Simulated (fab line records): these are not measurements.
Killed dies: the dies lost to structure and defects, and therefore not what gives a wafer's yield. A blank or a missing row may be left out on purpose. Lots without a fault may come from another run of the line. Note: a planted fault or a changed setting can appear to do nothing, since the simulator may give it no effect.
Matching of chambers | flow n5Finfet | N5_BEOL_M10_VIA_ETCH_34 on rieDiel-04 has 4 sister chambers
The step etches SiCOH lowk in C4F6/O2, target depth 184.5 nm, time 69.2 s. 4 wafers are shown with their chamber, then 9 later ones without.

WAFERS, EACH WITH ITS CHAMBER
wafer  | chamber | showerheadPlenumPTorr (Torr)
L089.6 | 0       | 3.04
L090.3 | 3       | 2.78
L090.4 | 2       | 2.91
L090.6 | 1       | 2.68

WAFERS MISSING THEIR CHAMBER
wafer  | showerheadPlenumPTorr (Torr)
L091.1 | 2.91
L091.5 | 2.78
L091.6 | 3.04
L092.1 | 3.04
L092.3 | 2.91
L092.4 | 3.04
L096.1 | 2.90
L096.4 | 3.03
L096.5 | 2.90

CHAMBER TAKEN BY EACH
wafer  | from the rows above | in truth
L091.1 | 2                   | 2
L091.5 | 3                   | 3
L091.6 | 0                   | 0
L092.1 | 0                   | 0
L092.3 | 2                   | 2
L092.4 | 0                   | 0
L096.1 | 2                   | 2
L096.4 | 0                   | 0
L096.5 | 2                   | 2
Correct placement for 9 of the 9. Can't be placed from these rows: 0. 0 placed wrongly.
How it was worked out, from the rows above alone: a wafer's distance from a chamber is the root of the sum, over the readings, of the square of ((its reading less the chamber's mean) divided by the reading's scatter). The wafer belongs to the nearest chamber; if the next one is less than 2 further off, it can't be placed. The mean given for a chamber averages the wafers shown for that chamber. The scatter: root of mean squared gap, hidden wafer to nearest shown wafer, with one shown wafer a chamber.
